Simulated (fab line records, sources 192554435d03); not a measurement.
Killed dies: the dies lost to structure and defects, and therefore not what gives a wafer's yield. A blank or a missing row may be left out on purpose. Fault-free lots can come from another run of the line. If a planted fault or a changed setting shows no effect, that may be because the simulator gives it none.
Chamber matching | flow n5 finfet | pecvd-02 running N5_BEOL_M2_DEP_57: 3 sister chambers
The step deposits SiCN from 3MS/NH3, target thk 8 nm, time 14 s. 6 wafers are shown with their chamber, then 11 later ones without.

## WAFERS PAIRED WITH THEIR CHAMBERS
wafer  | chamber | throttle valve pct (%) | showerhead plenum p Torr (Torr)
L086.4 | 0       | 9.4                    | 3.676
L086.6 | 2       | 8.9                    | 3.645
L087.2 | 2       | 8.9                    | 3.651
L087.5 | 0       | 9.4                    | 3.669
L087.6 | 1       | 8.8                    | 3.666
L088.1 | 1       | 9.1                    | 3.671

## WAFERS WHOSE CHAMBER IS MISSING
wafer  | throttle valve pct (%) | showerhead plenum p Torr (Torr)
L088.4 | 9.2                    | 3.668
L088.5 | 8.7                    | 3.660
L089.1 | 8.7                    | 3.656
L089.4 | 8.9                    | 3.651
L089.6 | 8.9                    | 3.667
L090.3 | 9.0                    | 3.664
L090.4 | 9.0                    | 3.657
L090.6 | 8.8                    | 3.657
L096.4 | 9.1                    | 3.672
L096.5 | 9.0                    | 3.662
L096.6 | 8.7                    | 3.679

## EACH ONE'S CHAMBER
wafer  | from the rows above     | in truth
L088.4 | can't be placed: 0 or 1 | 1
L088.5 | can't be placed: 1 or 2 | 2
L089.1 | can't be placed: 2 or 1 | 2
L089.4 | 2                       | 2
L089.6 | 1                       | 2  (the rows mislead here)
L090.3 | 1                       | 1
L090.4 | can't be placed: 2 or 1 | 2
L090.6 | can't be placed: 2 or 1 | 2
L096.4 | can't be placed: 1 or 0 | 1
L096.5 | can't be placed: 1 or 2 | 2
L096.6 | 1                       | 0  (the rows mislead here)
Placed correctly: 2 of 11. From these rows, 7 cannot be placed; in 7 the true chamber is one of the candidates. Number placed wrongly: 2.
How it was worked out, from the rows above alone: a wafer's distance from a chamber is the root of the sum, over the readings, of the square of ((its reading less the chamber's mean) divided by the reading's scatter). The wafer belongs to the nearest chamber; if the next one is less than 2 further off, it can't be placed. For every chamber, the mean is computed from those of its wafers that are shown. The scatter is the square root of a quotient: the sum, over the shown wafers, of each reading's squared deviation from its chamber's mean, divided by wafers minus chambers.
